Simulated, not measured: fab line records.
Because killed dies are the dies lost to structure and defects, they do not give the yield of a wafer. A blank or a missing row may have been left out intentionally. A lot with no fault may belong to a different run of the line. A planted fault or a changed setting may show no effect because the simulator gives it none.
Matching of chambers | flow n5 finfet | 3 sister chambers for N5_BEOL_M1_PRE_CLEAN_60 on cvd co-01
The step time 15 s. 3 wafers are shown with their chamber, then 12 later ones without.

## WAFERS, EACH WITH ITS CHAMBER
wafer  | chamber | heater power w (W)
L091.1 | 2       | 77
L091.2 | 0       | 116
L091.3 | 1       | 75

## WAFERS WHOSE CHAMBER IS MISSING
wafer  | heater power w (W)
L091.4 | 76
L091.5 | 119
L091.6 | 74
L092.2 | 118
L092.5 | 74
L092.6 | 74
L095.2 | 78
L095.3 | 74
L095.6 | 120
L096.4 | 120
L096.5 | 77
L096.6 | 74

## WHICH CHAMBER EACH ONE RAN IN
wafer  | from the rows above     | in truth
L091.4 | can't be placed: 1 or 2 | 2
L091.5 | 0                       | 0
L091.6 | can't be placed: 1 or 2 | 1
L092.2 | 0                       | 0
L092.5 | can't be placed: 1 or 2 | 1
L092.6 | can't be placed: 1 or 2 | 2
L095.2 | can't be placed: 2 or 1 | 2
L095.3 | can't be placed: 1 or 2 | 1
L095.6 | 0                       | 0
L096.4 | 0                       | 0
L096.5 | can't be placed: 2 or 1 | 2
L096.6 | can't be placed: 1 or 2 | 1
Correct placement for 4 of the 12. Can't be placed from these rows: 8 (the true chamber is among the candidates in 8). 0 placed wrongly.
How it was worked out, from the rows above alone: a wafer's distance from a chamber is the root of the sum, over the readings, of the square of ((its reading less the chamber's mean) divided by the reading's scatter). If the next closest chamber is less than 2 further off than the closest, the wafer can't be placed; otherwise it belongs to the closest. For every chamber, the mean is computed from those of its wafers that are shown. The scatter: root of mean squared gap, hidden wafer to nearest shown wafer, with one shown wafer a chamber.
